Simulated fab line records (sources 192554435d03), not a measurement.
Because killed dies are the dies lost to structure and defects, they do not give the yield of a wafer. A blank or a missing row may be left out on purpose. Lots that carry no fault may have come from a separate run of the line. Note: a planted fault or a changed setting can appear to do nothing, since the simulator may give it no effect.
Matching of chambers | flow n5Finfet | 4 sister chambers for N5_STI_FIN_REVEAL_STRIP_24 on rieDiel-03
The step strips in N2/H2, time 90 s. 8 wafers are shown with their chamber, then 9 later ones without.

WAFERS, EACH WITH ITS CHAMBER
wafer  | chamber | drypumpMotorCurrentA (A) | showerheadPlenumPTorr (Torr)
L078.2 | 2       | 6.8                      | 3.45
L081.2 | 3       | 5.6                      | 3.49
L084.1 | 3       | 5.6                      | 3.49
L084.3 | 0       | 6.0                      | 3.31
L085.1 | 2       | 6.7                      | 3.44
L086.2 | 1       | 6.5                      | 3.45
L086.4 | 0       | 6.0                      | 3.30
L086.5 | 1       | 6.5                      | 3.45

WAFERS WHOSE CHAMBER IS MISSING
wafer  | drypumpMotorCurrentA (A) | showerheadPlenumPTorr (Torr)
L091.2 | 6.0                      | 3.30
L091.5 | 6.0                      | 3.30
L091.6 | 6.5                      | 3.44
L094.1 | 6.0                      | 3.29
L094.3 | 5.6                      | 3.48
L094.4 | 6.8                      | 3.43
L095.2 | 5.6                      | 3.48
L095.5 | 6.5                      | 3.44
L095.6 | 6.0                      | 3.29

THE CHAMBER EACH PASSED THROUGH
wafer  | from the rows above | in truth
L091.2 | 0                   | 0
L091.5 | 0                   | 0
L091.6 | 1                   | 1
L094.1 | 0                   | 0
L094.3 | 3                   | 3
L094.4 | 2                   | 2
L095.2 | 3                   | 3
L095.5 | 1                   | 1
L095.6 | 0                   | 0
Correct placement for 9 of the 9. Left unplaced by these rows: 0. 0 placed wrongly.
How it was worked out, from the rows above alone: a wafer's distance from a chamber is the root of the sum, over the readings, of the square of ((its reading less the chamber's mean) divided by the reading's scatter). If the next closest chamber is less than 2 further off than the closest, the wafer can't be placed; otherwise it belongs to the closest. The mean given for a chamber averages the wafers shown for that chamber. The scatter: the root of (the sum of the squares of (reading less its chamber's mean) over the shown wafers, divided by (wafers less chambers)).
